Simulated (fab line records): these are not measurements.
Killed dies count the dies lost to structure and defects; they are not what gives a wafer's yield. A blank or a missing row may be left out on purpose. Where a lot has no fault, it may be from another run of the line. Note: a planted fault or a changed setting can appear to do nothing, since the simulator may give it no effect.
fab line records :: flow nand-harc
record:
  lots: 5
  wafers: 15
  last-day: 24
route steps=1159 shown A_CHANNEL_FILL_D1@495 END@1159
lots with no fault: from the same line, run without faults
start-h: start of the lot's first displayed wafer, in hours after the record's first day :: wait-h: hours elapsed since this lot's preceding step :: " as in the row above :: L1.1+2: one row covering several wafers at once :: - no value present, or no start provided :: * or withheld: withheld :: < > ~ a bound
route shown NAME@n: NAME is a module with steps in the file, n the number in the route of the first one :: usual: mean and standard deviation over wafers with no fault :: same: alike in all rows :: chamber/n: place in a boat :: sites: per-site readings :: _std_site: the standard deviation of these :: _edge_site: outer sites' mean less inner sites' :: radius-mm: how far each site lies from the wafer's centre :: mask NAME#n: copy n :: behind: the last tool/chamber to shape the wafer :: hold: why the lot went on hold/how many hours it stayed there/how the hold came to an end :: device: transistor that didn't switch, given as n, p or np :: end of line: the route-end tests of the same wafers :: a step without rows: its recipe alone :: killed: count of dies lost to structure and defects at first sort (not the wafer's yield) :: map: the dies of a wafer, with x for killed, . for not killed, _ for no die there
set.NAME: the run value of the setting; set.NAME@STEP: its run value at that earlier step :: model.NAME: the simulator's own value behind a step, which no gauge read
lots seen at some steps along the route; tables by step, rows by wafer
services: a tool's chamber out of use, with start hour (start-h, from the record's first day; less than 0 if before it), hours out, and reason
== steps ==
step: NHARC_A_CHANNEL_FILL_D1_ALD_15
recipe:
  target-thk-a: 20
  pulse-time-s: 60
  ald-cycles: 19
  temp-c: 630
  pressure-torr: 2
  material: SiNx
usual:
  ald-cycles: 19/0
  chamber-pressure-Torr: 2.001/0.0039
  precursor-pulse-height-rel: 1.000/0.02
lot.wafer: L572.1
tool: ald-sin-batch-01
chamber: 0
start-h: -
wait-h: -
ald-cycles: 19
chamber-pressure-Torr: 2.001
precursor-pulse-height-rel: 1.017

lot.wafer: L572.5
tool: ald-sin-batch-01
chamber: 0
start-h: -
wait-h: -
ald-cycles: 19
chamber-pressure-Torr: 2.003
precursor-pulse-height-rel: 1.012

lot.wafer: L572.6
tool: ald-sin-batch-01
chamber: 0
start-h: -
wait-h: -
ald-cycles: 19
chamber-pressure-Torr: 2.003
precursor-pulse-height-rel: 0.993

lot.wafer: L574.3
tool: ald-sin-batch-02
chamber: 0
start-h: -
wait-h: -
ald-cycles: 19
chamber-pressure-Torr: 1.997
precursor-pulse-height-rel: 1.008

lot.wafer: L574.4
tool: ald-sin-batch-02
chamber: 0
start-h: -
wait-h: -
ald-cycles: 19
chamber-pressure-Torr: 1.992
precursor-pulse-height-rel: 1.001

lot.wafer: L574.6
tool: ald-sin-batch-02
chamber: 0
start-h: -
wait-h: -
ald-cycles: 19
chamber-pressure-Torr: 1.996
precursor-pulse-height-rel: 0.968

lot.wafer: L579.1
tool: ald-sin-batch-03
chamber: 0
start-h: -
wait-h: -
ald-cycles: 19
chamber-pressure-Torr: 2.006
precursor-pulse-height-rel: 1.000

lot.wafer: L579.3
tool: ald-sin-batch-03
chamber: 0
start-h: -
wait-h: -
ald-cycles: 19
chamber-pressure-Torr: 1.998
precursor-pulse-height-rel: 1.012

lot.wafer: L579.6
tool: ald-sin-batch-03
chamber: 0
start-h: -
wait-h: -
ald-cycles: 19
chamber-pressure-Torr: 2.000
precursor-pulse-height-rel: 0.986

lot.wafer: L581.2
tool: ald-sin-batch-02
chamber: 0
start-h: -
wait-h: -
ald-cycles: 19
chamber-pressure-Torr: 1.999
precursor-pulse-height-rel: 0.989

lot.wafer: L581.4
tool: ald-sin-batch-02
chamber: 0
start-h: -
wait-h: -
ald-cycles: 19
chamber-pressure-Torr: 2.005
precursor-pulse-height-rel: 1.012

lot.wafer: L581.6
tool: ald-sin-batch-02
chamber: 0
start-h: -
wait-h: -
ald-cycles: 19
chamber-pressure-Torr: 2.002
precursor-pulse-height-rel: 0.987

lot.wafer: L586.4
tool: ald-sin-batch-01
chamber: 0
start-h: -
wait-h: -
ald-cycles: 19
chamber-pressure-Torr: 2.003
precursor-pulse-height-rel: 1.025

lot.wafer: L586.5
tool: ald-sin-batch-01
chamber: 0
start-h: -
wait-h: -
ald-cycles: 19
chamber-pressure-Torr: 1.998
precursor-pulse-height-rel: 1.005

lot.wafer: L586.6
tool: ald-sin-batch-01
chamber: 0
start-h: -
wait-h: -
ald-cycles: 19
chamber-pressure-Torr: 2.001
precursor-pulse-height-rel: 1.009
step: NHARC_A_CHANNEL_FILL_D1_ALD_16
recipe:
  target-thk-a: 15
  pulse-time-s: 10
  ald-cycles: 15
  temp-c: 300
  material: SiO2
step: NHARC_A_CHANNEL_FILL_D1_ANNEAL_17
recipe:
  temp-c: 850
  time-s: 1800
step: NHARC_A_CHANNEL_FILL_D1_CVD_18
recipe:
  target-thk-a: 30
  temp-c: 550
  material: poly-Si
step: NHARC_A_CHANNEL_FILL_D1_ETCHBACK_19
recipe:
  target-depth-a: 50
  time-s: 1.7
  hbr-flow-sccm: 150
  cl2-flow-sccm: 50
  rf-w: 400
  icp-w: 400
  bias-w: 100
  chemistry: HBr/Cl2
usual:
  drypump-motor-current-A: 5.7/0.6
  oes-product-au: 0.998/0.0073
  rf-fwd-power-W: 390.1/1.4
  throttle-valve-pct: 26.405/0.0084
lot.wafer: L572.1
tool: rie-si-06
chamber: 2
start-h: 251.13
wait-h: 0.4
drypump-motor-current-A: 5.6
oes-product-au: 0.997
rf-fwd-power-W: 390.2
rf-hours-counter-h: 0.7
throttle-valve-pct: 26.393

lot.wafer: L572.6
tool: rie-si-06
chamber: 0
start-h: 251.13
wait-h: 0.4
drypump-motor-current-A: 5.5
oes-product-au: 0.998
rf-fwd-power-W: 390.6
rf-hours-counter-h: -
throttle-valve-pct: 26.395

lot.wafer: L572.5
tool: rie-si-06
chamber: 1
start-h: 251.13
wait-h: 0.4
drypump-motor-current-A: 5.9
oes-product-au: 1.000
rf-fwd-power-W: 387.9
rf-hours-counter-h: -
throttle-valve-pct: 26.396

lot.wafer: L574.3
tool: rie-si-04
chamber: 1
start-h: 258.45
wait-h: 0.4
drypump-motor-current-A: 6.5
oes-product-au: 1.009
rf-fwd-power-W: 391.6
rf-hours-counter-h: 1.3
throttle-valve-pct: 26.397

lot.wafer: L574.4
tool: rie-si-04
chamber: 1
start-h: 258.45
wait-h: 0.4
drypump-motor-current-A: 6.5
oes-product-au: 1.001
rf-fwd-power-W: 391.6
rf-hours-counter-h: -
throttle-valve-pct: 26.409

lot.wafer: L574.6
tool: rie-si-04
chamber: 3
start-h: 258.45
wait-h: 0.4
drypump-motor-current-A: 5.4
oes-product-au: 0.993
rf-fwd-power-W: 390.8
rf-hours-counter-h: -
throttle-valve-pct: 26.406

lot.wafer: L579.1
tool: rie-si-04
chamber: 1
start-h: 285.94
wait-h: 0.4
drypump-motor-current-A: 6.5
oes-product-au: 0.990
rf-fwd-power-W: 391.4
rf-hours-counter-h: 0
throttle-valve-pct: 26.416

lot.wafer: L579.3
tool: rie-si-04
chamber: 3
start-h: 285.94
wait-h: 0.4
drypump-motor-current-A: 5.4
oes-product-au: 1.001
rf-fwd-power-W: 390.1
rf-hours-counter-h: 0
throttle-valve-pct: 26.398

lot.wafer: L579.6
tool: rie-si-04
chamber: 1
start-h: 285.94
wait-h: 0.4
drypump-motor-current-A: 6.5
oes-product-au: 1.004
rf-fwd-power-W: 389.5
rf-hours-counter-h: -
throttle-valve-pct: 26.401

lot.wafer: L581.2
tool: rie-si-06
chamber: 3
start-h: 301.72
wait-h: 0.4
drypump-motor-current-A: 6.7
oes-product-au: 1.004
rf-fwd-power-W: 389.1
rf-hours-counter-h: 1.2
throttle-valve-pct: 26.405

lot.wafer: L581.4
tool: rie-si-06
chamber: 0
start-h: 301.72
wait-h: 0.4
drypump-motor-current-A: 5.4
oes-product-au: 1.004
rf-fwd-power-W: 388.7
rf-hours-counter-h: 1.0
throttle-valve-pct: 26.397

lot.wafer: L581.6
tool: rie-si-06
chamber: 2
start-h: 301.72
wait-h: 0.4
drypump-motor-current-A: 5.7
oes-product-au: 1.011
rf-fwd-power-W: 389.8
rf-hours-counter-h: -
throttle-valve-pct: 26.413

lot.wafer: L586.4
tool: rie-si-06
chamber: 0
start-h: 328.17
wait-h: 0.4
drypump-motor-current-A: 5.4
oes-product-au: 0.998
rf-fwd-power-W: 389.4
rf-hours-counter-h: 1.2
throttle-valve-pct: 26.396

lot.wafer: L586.6
tool: rie-si-06
chamber: 0
start-h: 328.17
wait-h: 0.4
drypump-motor-current-A: 5.4
oes-product-au: 1.000
rf-fwd-power-W: 391.6
rf-hours-counter-h: -
throttle-valve-pct: 26.410

lot.wafer: L586.5
tool: rie-si-06
chamber: 1
start-h: 328.17
wait-h: 0.4
drypump-motor-current-A: 5.9
oes-product-au: 0.988
rf-fwd-power-W: 389.4
rf-hours-counter-h: -
throttle-valve-pct: 26.407
step: NHARC_A_CHANNEL_FILL_D1_ETCHBACK_20
recipe:
  target-depth-a: 270
  time-s: 13.5
  c4f8-flow-sccm: withheld
  o2-flow-sccm: 8
  ar-flow-sccm: withheld
  rf-w: 600
  bias-w: 1500
  chemistry: C4F8/O2/Ar
usual:
  oes-product-au: 0.96/0.037
  rf-fwd-power-W: 588/3.4
  rf-vpp-V: 981/6.1
lot.wafer: L572.1
tool: rie-diel-06
chamber: 3
start-h: 251.24
wait-h: -
oes-product-au: 1.01
rf-fwd-power-W: 587
rf-hours-counter-h: 0
rf-vpp-V: 982

lot.wafer: L572.6
tool: rie-diel-06
chamber: 2
start-h: 251.24
wait-h: -
oes-product-au: 0.99
rf-fwd-power-W: 595
rf-hours-counter-h: -
rf-vpp-V: 973

lot.wafer: L572.5
tool: rie-diel-06
chamber: 3
start-h: 251.24
wait-h: -
oes-product-au: 1.01
rf-fwd-power-W: 588
rf-hours-counter-h: -
rf-vpp-V: 984

lot.wafer: L574.4
tool: rie-diel-06
chamber: 3
start-h: 258.61
wait-h: -
oes-product-au: 0.99
rf-fwd-power-W: 588
rf-hours-counter-h: 0
rf-vpp-V: 984

lot.wafer: L574.3
tool: rie-diel-06
chamber: 0
start-h: 258.61
wait-h: -
oes-product-au: 1.00
rf-fwd-power-W: 589
rf-hours-counter-h: 0
rf-vpp-V: 969

lot.wafer: L574.6
tool: rie-diel-06
chamber: 0
start-h: 258.61
wait-h: -
oes-product-au: 1.01
rf-fwd-power-W: 588
rf-hours-counter-h: -
rf-vpp-V: 971

lot.wafer: L579.3
tool: rie-diel-11
chamber: 1
start-h: 286.07
wait-h: -
oes-product-au: 0.92
rf-fwd-power-W: 586
rf-hours-counter-h: 2
rf-vpp-V: 984

lot.wafer: L579.1
tool: rie-diel-11
chamber: 3
start-h: 286.07
wait-h: -
oes-product-au: 0.92
rf-fwd-power-W: 583
rf-hours-counter-h: 2
rf-vpp-V: 988

lot.wafer: L579.6
tool: rie-diel-11
chamber: 1
start-h: 286.07
wait-h: -
oes-product-au: 0.92
rf-fwd-power-W: 585
rf-hours-counter-h: -
rf-vpp-V: 984

lot.wafer: L581.2
tool: rie-diel-06
chamber: 2
start-h: 301.84
wait-h: -
oes-product-au: 0.92
rf-fwd-power-W: 593
rf-hours-counter-h: 2
rf-vpp-V: 973

lot.wafer: L581.4
tool: rie-diel-06
chamber: 0
start-h: 301.84
wait-h: -
oes-product-au: 0.94
rf-fwd-power-W: 584
rf-hours-counter-h: 2
rf-vpp-V: 969

lot.wafer: L581.6
tool: rie-diel-06
chamber: 2
start-h: 301.84
wait-h: -
oes-product-au: 0.92
rf-fwd-power-W: 590
rf-hours-counter-h: -
rf-vpp-V: 972

lot.wafer: L586.4
tool: rie-diel-06
chamber: 1
start-h: 328.33
wait-h: -
oes-product-au: 1.00
rf-fwd-power-W: 589
rf-hours-counter-h: 2
rf-vpp-V: 989

lot.wafer: L586.6
tool: rie-diel-06
chamber: 2
start-h: 328.33
wait-h: -
oes-product-au: 1.00
rf-fwd-power-W: 595
rf-hours-counter-h: -
rf-vpp-V: 974

lot.wafer: L586.5
tool: rie-diel-06
chamber: 3
start-h: 328.33
wait-h: -
oes-product-au: 0.99
rf-fwd-power-W: 587
rf-hours-counter-h: -
rf-vpp-V: 983
step: NHARC_A_CHANNEL_FILL_D1_STRIP_28
recipe:
  time-s: 20
  o2-flow-sccm: 500
  ar-flow-sccm: 0
  bias-w: 0
  chemistry: O2
usual:
  drypump-motor-current-A: 5.8/0.37
  oes-product-au: 0.998/0.008
  rf-vpp-V: 57.9/0.95
  showerhead-plenum-p-Torr: 3.59/0.15
  throttle-valve-pct: 17.037/0.0087
lot.wafer: L572.1
tool: rie-diel-06
chamber: 3
start-h: 251.33
wait-h: 0.1
drypump-motor-current-A: 6.0
oes-product-au: 1.001
rf-hours-counter-h: 0
rf-vpp-V: 58.7
showerhead-plenum-p-Torr: 3.66
throttle-valve-pct: 17.041

lot.wafer: L572.6
tool: rie-diel-06
chamber: 1
start-h: 251.33
wait-h: 0.1
drypump-motor-current-A: 5.9
oes-product-au: 1.008
rf-hours-counter-h: -
rf-vpp-V: 58.8
showerhead-plenum-p-Torr: 3.76
throttle-valve-pct: 17.052

lot.wafer: L572.5
tool: rie-diel-06
chamber: 2
start-h: 251.33
wait-h: 0.1
drypump-motor-current-A: 5.7
oes-product-au: 0.987
rf-hours-counter-h: -
rf-vpp-V: 57.2
showerhead-plenum-p-Torr: 3.41
throttle-valve-pct: 17.035

lot.wafer: L574.4
tool: rie-diel-06
chamber: 1
start-h: 258.70
wait-h: 0.1
drypump-motor-current-A: 5.9
oes-product-au: 1.011
rf-hours-counter-h: 0
rf-vpp-V: 58.4
showerhead-plenum-p-Torr: 3.76
throttle-valve-pct: 17.042

lot.wafer: L574.3
tool: rie-diel-06
chamber: 0
start-h: 258.70
wait-h: 0.1
drypump-motor-current-A: 5.7
oes-product-au: 1.003
rf-hours-counter-h: 0
rf-vpp-V: 56.2
showerhead-plenum-p-Torr: 3.33
throttle-valve-pct: 17.038

lot.wafer: L574.6
tool: rie-diel-06
chamber: 1
start-h: 258.70
wait-h: 0.1
drypump-motor-current-A: 5.9
oes-product-au: 0.999
rf-hours-counter-h: -
rf-vpp-V: 57.9
showerhead-plenum-p-Torr: 3.76
throttle-valve-pct: 17.051

lot.wafer: L579.3
tool: rie-diel-11
chamber: 0
start-h: 286.15
wait-h: 0.1
drypump-motor-current-A: 6.0
oes-product-au: 0.993
rf-hours-counter-h: 2
rf-vpp-V: 58.1
showerhead-plenum-p-Torr: 3.55
throttle-valve-pct: 17.021

lot.wafer: L579.1
tool: rie-diel-11
chamber: 2
start-h: 286.15
wait-h: 0.1
drypump-motor-current-A: 6.3
oes-product-au: 1.012
rf-hours-counter-h: 3
rf-vpp-V: 56.5
showerhead-plenum-p-Torr: 3.39
throttle-valve-pct: 17.036

lot.wafer: L579.6
tool: rie-diel-11
chamber: 0
start-h: 286.15
wait-h: 0.1
drypump-motor-current-A: 6.0
oes-product-au: 0.988
rf-hours-counter-h: -
rf-vpp-V: 57.5
showerhead-plenum-p-Torr: 3.55
throttle-valve-pct: 17.042

lot.wafer: L581.4
tool: rie-diel-06
chamber: 1
start-h: 301.93
wait-h: 0.1
drypump-motor-current-A: 5.9
oes-product-au: 1.000
rf-hours-counter-h: 2
rf-vpp-V: 57.5
showerhead-plenum-p-Torr: 3.76
throttle-valve-pct: 17.036

lot.wafer: L581.2
tool: rie-diel-06
chamber: 3
start-h: 301.93
wait-h: 0.1
drypump-motor-current-A: 6.0
oes-product-au: 0.996
rf-hours-counter-h: 2
rf-vpp-V: 57.9
showerhead-plenum-p-Torr: 3.66
throttle-valve-pct: 17.036

lot.wafer: L581.6
tool: rie-diel-06
chamber: 1
start-h: 301.93
wait-h: 0.1
drypump-motor-current-A: 5.9
oes-product-au: 1.011
rf-hours-counter-h: -
rf-vpp-V: 58.4
showerhead-plenum-p-Torr: 3.76
throttle-valve-pct: 17.036

lot.wafer: L586.4
tool: rie-diel-06
chamber: 3
start-h: 328.39
wait-h: 0.1
drypump-motor-current-A: 6.0
oes-product-au: 1.008
rf-hours-counter-h: 2
rf-vpp-V: 58.6
showerhead-plenum-p-Torr: 3.66
throttle-valve-pct: 17.042

lot.wafer: L586.6
tool: rie-diel-06
chamber: 2
start-h: 328.39
wait-h: 0.1
drypump-motor-current-A: 5.8
oes-product-au: 0.999
rf-hours-counter-h: -
rf-vpp-V: 57.1
showerhead-plenum-p-Torr: 3.40
throttle-valve-pct: 17.052

lot.wafer: L586.5
tool: rie-diel-06
chamber: 3
start-h: 328.39
wait-h: 0.1
drypump-motor-current-A: 6.0
oes-product-au: 0.986
rf-hours-counter-h: -
rf-vpp-V: 58.9
showerhead-plenum-p-Torr: 3.66
throttle-valve-pct: 17.034
step: NHARC_A_CHANNEL_FILL_D1_PRECLEAN_21
recipe:
  time-s: 30
  chemistry: dHF
step: NHARC_A_CHANNEL_FILL_D1_SRD_23
step: NHARC_A_CHANNEL_FILL_D1_CVD_05
recipe:
  target-thk-a: 50
  temp-c: 550
  material: poly-Si
step: NHARC_A_CHANNEL_FILL_D1_ANNEAL_22
recipe:
  temp-c: 620
  time-s: 7200
step: NHARC_A_CHANNEL_FILL_D1_ALD_25
recipe:
  target-thk-a: 600
  pulse-time-s: 10
  ald-cycles: 600
  temp-c: 300
  material: SiOx
usual:
  ald-cycles: 600/0
  heater-power-w: 450/48
  precursor-pulse-height-rel: 1.001/0.02
lot.wafer: L572.1
tool: ald-hk-04
chamber: 0
start-h: 264.66
wait-h: 1.9
ald-cycles: 600
heater-power-w: 396
precursor-pulse-height-rel: 0.992

lot.wafer: L572.6
tool: ald-hk-04
chamber: 1
start-h: 264.66
wait-h: 1.9
ald-cycles: 600
heater-power-w: 435
precursor-pulse-height-rel: 1.016

lot.wafer: L572.5
tool: ald-hk-04
chamber: 2
start-h: 264.66
wait-h: 1.9
ald-cycles: 600
heater-power-w: 398
precursor-pulse-height-rel: 0.988

lot.wafer: L574.3
tool: ald-hk-02
chamber: 3
start-h: 270.19
wait-h: 0.0
ald-cycles: 600
heater-power-w: 435
precursor-pulse-height-rel: 1.012

lot.wafer: L574.4
tool: ald-hk-02
chamber: 1
start-h: 271.42
wait-h: 1.3
ald-cycles: 600
heater-power-w: 457
precursor-pulse-height-rel: 1.025

lot.wafer: L574.6
tool: ald-hk-02
chamber: 0
start-h: 273.28
wait-h: 3.1
ald-cycles: 600
heater-power-w: 485
precursor-pulse-height-rel: 1.007

lot.wafer: L579.3
tool: ald-hk-01
chamber: 1
start-h: 298.41
wait-h: 0.7
ald-cycles: 600
heater-power-w: 498
precursor-pulse-height-rel: 1.033

lot.wafer: L579.1
tool: ald-hk-01
chamber: 3
start-h: 299.64
wait-h: 1.9
ald-cycles: 600
heater-power-w: 465
precursor-pulse-height-rel: 1.007

lot.wafer: L579.6
tool: ald-hk-01
chamber: 0
start-h: 299.64
wait-h: 1.9
ald-cycles: 600
heater-power-w: 433
precursor-pulse-height-rel: 0.981

lot.wafer: L581.2
tool: ald-hk-04
chamber: 1
start-h: 314.13
wait-h: 0.1
ald-cycles: 600
heater-power-w: 420
precursor-pulse-height-rel: 0.989

lot.wafer: L581.4
tool: ald-hk-04
chamber: 2
start-h: 314.13
wait-h: 0.1
ald-cycles: 656
heater-power-w: 404
precursor-pulse-height-rel: 1.033

lot.wafer: L581.6
tool: ald-hk-04
chamber: 1
start-h: 316.61
wait-h: 2.5
ald-cycles: 600
heater-power-w: 434
precursor-pulse-height-rel: 1.057

lot.wafer: L586.4
tool: ald-hk-02
chamber: 0
start-h: 340.74
wait-h: 0.7
ald-cycles: 600
heater-power-w: 517
precursor-pulse-height-rel: 1.018

lot.wafer: L586.5
tool: ald-hk-02
chamber: 3
start-h: 342.58
wait-h: 2.5
ald-cycles: 600
heater-power-w: 414
precursor-pulse-height-rel: 1.012

lot.wafer: L586.6
tool: ald-hk-02
chamber: 0
start-h: 342.58
wait-h: 2.5
ald-cycles: 600
heater-power-w: 497
precursor-pulse-height-rel: 1.012
step: NHARC_A_CHANNEL_FILL_D1_ETCHBACK_08
recipe:
  target-depth-a: 2200
  time-s: 110
  c4f8-flow-sccm: 20
  ar-flow-sccm: withheld
  rf-w: 600
  bias-w: 300
  chemistry: C4F8
usual:
  oes-product-au: 0.95/0.036
  rf-fwd-power-W: 596.5/2.2
  rf-vpp-V: 442/3
lot.wafer: L572.1
tool: rie-diel-11
chamber: 0
start-h: -
wait-h: -
oes-product-au: 1.00
rf-fwd-power-W: 600.3
rf-hours-counter-h: 1.8
rf-vpp-V: 442

lot.wafer: L572.6
tool: rie-diel-11
chamber: 1
start-h: -
wait-h: -
oes-product-au: 1.01
rf-fwd-power-W: 596.4
rf-hours-counter-h: -
rf-vpp-V: 443

lot.wafer: L572.5
tool: rie-diel-11
chamber: 2
start-h: -
wait-h: -
oes-product-au: 1.00
rf-fwd-power-W: 596.8
rf-hours-counter-h: -
rf-vpp-V: 439

lot.wafer: L574.3
tool: rie-diel-06
chamber: 0
start-h: -
wait-h: -
oes-product-au: 0.93
rf-fwd-power-W: 599.4
rf-hours-counter-h: 1.0
rf-vpp-V: 438

lot.wafer: L574.4
tool: rie-diel-06
chamber: 3
start-h: -
wait-h: -
oes-product-au: 0.92
rf-fwd-power-W: 597.0
rf-hours-counter-h: 0.9
rf-vpp-V: 443

lot.wafer: L574.6
tool: rie-diel-06
chamber: 1
start-h: -
wait-h: -
oes-product-au: 0.93
rf-fwd-power-W: 595.8
rf-hours-counter-h: -
rf-vpp-V: 444

lot.wafer: L579.3
tool: rie-diel-06
chamber: 3
start-h: -
wait-h: -
oes-product-au: 0.97
rf-fwd-power-W: 595.8
rf-hours-counter-h: 1.6
rf-vpp-V: 444

lot.wafer: L579.1
tool: rie-diel-06
chamber: 0
start-h: -
wait-h: -
oes-product-au: 0.97
rf-fwd-power-W: 598.1
rf-hours-counter-h: 1.6
rf-vpp-V: 437

lot.wafer: L579.6
tool: rie-diel-06
chamber: 3
start-h: -
wait-h: -
oes-product-au: 0.97
rf-fwd-power-W: 596.5
rf-hours-counter-h: -
rf-vpp-V: 444

lot.wafer: L581.2
tool: rie-diel-06
chamber: 3
start-h: -
wait-h: -
oes-product-au: 0.93
rf-fwd-power-W: 596.6
rf-hours-counter-h: 2.1
rf-vpp-V: 442

lot.wafer: L581.4
tool: rie-diel-06
chamber: 0
start-h: -
wait-h: -
oes-product-au: 0.93
rf-fwd-power-W: 595.6
rf-hours-counter-h: 2.1
rf-vpp-V: 436

lot.wafer: L581.6
tool: rie-diel-06
chamber: 3
start-h: -
wait-h: -
oes-product-au: 0.93
rf-fwd-power-W: 595.6
rf-hours-counter-h: -
rf-vpp-V: 442

lot.wafer: L586.4
tool: rie-diel-11
chamber: 3
start-h: -
wait-h: -
oes-product-au: 0.93
rf-fwd-power-W: 595.4
rf-hours-counter-h: 4.0
rf-vpp-V: 446

lot.wafer: L586.6
tool: rie-diel-11
chamber: 1
start-h: -
wait-h: -
oes-product-au: 0.91
rf-fwd-power-W: 592.1
rf-hours-counter-h: -
rf-vpp-V: 444

lot.wafer: L586.5
tool: rie-diel-11
chamber: 2
start-h: -
wait-h: -
oes-product-au: 0.92
rf-fwd-power-W: 596.7
rf-hours-counter-h: -
rf-vpp-V: 437
step: NHARC_END_SORT_01
recipe:
  temp-c: 25
usual:
  killed-at-array: 28/12
  killed-at-other: 0.8/1.1
  killed-at-periphery: 3.6/2.3
  killed-dies: 32/12
  killed-open: 3.4/1.9
  killed-short: 2.0/1.3
same:
  gross-dies: 677
lot.wafer: L579.1
tool: prober-01
chamber: 0
start-h: 504.03
wait-h: 2.5
killed-at-array: 45
killed-at-other: 0
killed-at-periphery: 3
killed-dies: 48
killed-open: 3
killed-short: 0

lot.wafer: L579.3
tool: prober-01
chamber: 0
start-h: 505.64
wait-h: 3.1
killed-at-array: 37
killed-at-other: 0
killed-at-periphery: 6
killed-dies: 43
killed-open: 6
killed-short: 1

lot.wafer: L579.6
tool: prober-01
chamber: 0
start-h: 508.06
wait-h: 4.0
killed-at-array: 42
killed-at-other: 1
killed-at-periphery: 5
killed-dies: 48
killed-open: 5
killed-short: 3
killed by level:class
L579.1 A_CHANNEL_HOLE_D1:chamber-film-flake=18 A_SLIT:chamber-film-flake=14 A_CONTACT:chamber-film-flake=5 A_STAIRCASE:chamber-film-flake=4 A_CONTACT:geometric-particle:open=2 A_CHANNEL_FILL_D1:chamber-film-flake=2 P_GATE:geometric-particle:open=1 P_GATE:chamber-film-flake=1
L579.3 A_CHANNEL_HOLE_D1:chamber-film-flake=13 A_SLIT:chamber-film-flake=9 A_CONTACT:chamber-film-flake=5 P_M1:chamber-film-flake=4 A_STAIRCASE:chamber-film-flake=4 A_BLC:geometric-particle:open=2 P_CONTACT:geometric-particle:open=1 P_M1:geometric-particle:open=1
L579.6 A_CHANNEL_HOLE_D1:chamber-film-flake=15 A_SLIT:chamber-film-flake=12 A_STAIRCASE:chamber-film-flake=4 P_M1:chamber-film-flake=3 A_CONTACT:chamber-film-flake=3 A_ONON_D1:geometric-particle:open=2 P_STI:geometric-particle:short=1 P_CONTACT:geometric-particle:open=1
== services ==
tool: ald-sin-batch-02
chamber: -
start-h: 216.23
hours: 2.5
kind: repair

tool: rie-diel-06
chamber: 0
start-h: 220.39
hours: -
kind: clean

tool: rie-diel-06
chamber: 1
start-h: 220.39
hours: -
kind: clean

tool: rie-diel-06
chamber: 2
start-h: 220.39
hours: -
kind: clean

tool: rie-diel-06
chamber: 3
start-h: 220.39
hours: -
kind: clean

tool: rie-diel-06
chamber: 3
start-h: 227.15
hours: 13.6
kind: repair

tool: rie-si-06
chamber: -
start-h: 233.84
hours: 0.2
kind: repair

tool: rie-diel-11
chamber: 1
start-h: 235.34
hours: 6.8
kind: repair

tool: rie-diel-06
chamber: -
start-h: 241.20
hours: 9.0
kind: pm

tool: rie-diel-06
chamber: 0
start-h: 241.20
hours: 9.0
kind: vent-cycle

tool: rie-diel-06
chamber: 1
start-h: 241.20
hours: 9.0
kind: vent-cycle

tool: rie-diel-06
chamber: 2
start-h: 241.20
hours: 9.0
kind: vent-cycle

tool: rie-diel-06
chamber: 3
start-h: 241.20
hours: 9.0
kind: vent-cycle

tool: rie-diel-11
chamber: -
start-h: 245.32
hours: 0.3
kind: repair

tool: rie-diel-06
chamber: 0
start-h: 250.20
hours: -
kind: clean

tool: rie-diel-06
chamber: 1
start-h: 250.20
hours: -
kind: clean

tool: rie-diel-06
chamber: 2
start-h: 250.20
hours: -
kind: clean

tool: rie-si-04
chamber: 2
start-h: 252.58
hours: 21.2
kind: repair

tool: rie-si-04
chamber: 1
start-h: 263.59
hours: 1.9
kind: repair

tool: rie-si-04
chamber: -
start-h: 276.00
hours: 9.0
kind: pm

tool: ald-hk-02
chamber: -
start-h: 282.70
hours: 10.0
kind: pm

tool: rie-diel-11
chamber: -
start-h: 303.16
hours: 0.5
kind: repair

tool: ald-sin-batch-03
chamber: -
start-h: 314.00
hours: 26.0
kind: pm

tool: ald-sin-batch-02
chamber: -
start-h: 342.35
hours: 8.5
kind: repair
== key ==
first-sign:
  step: NHARC_A_CHANNEL_FILL_D1_ALD_25
  reading: ald-cycles
  direction: up
  sigmas: 99+
  usual: 600
  struck: 656
effect none on later readings
met-at NHARC_A_CHANNEL_FILL_D1_ALD_25
struck-wafers L581.4
tester-left-out L581
onset-between 264.66 314.13
fault:
  kind: process-parameter-drift
  tool: ald-hk-04
  chamber: -
  onset-h: 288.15
  steps: NHARC_A_CHANNEL_FILL_D1_ALD_25
  channel: ald-cycles
  offset: 56
  shape: step
  end-h: 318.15
  scope: struck-wafers-only
  acts-in: these-recipes-only
  stated: 600
tester-left-out: of these lots the tester's yield and bins aren't shown, on N5 and GAA mostly nor the transistor test; their killed dies are dies lost to structure and defects alone, not to doping, threshold or leakage, so they don't give the yield
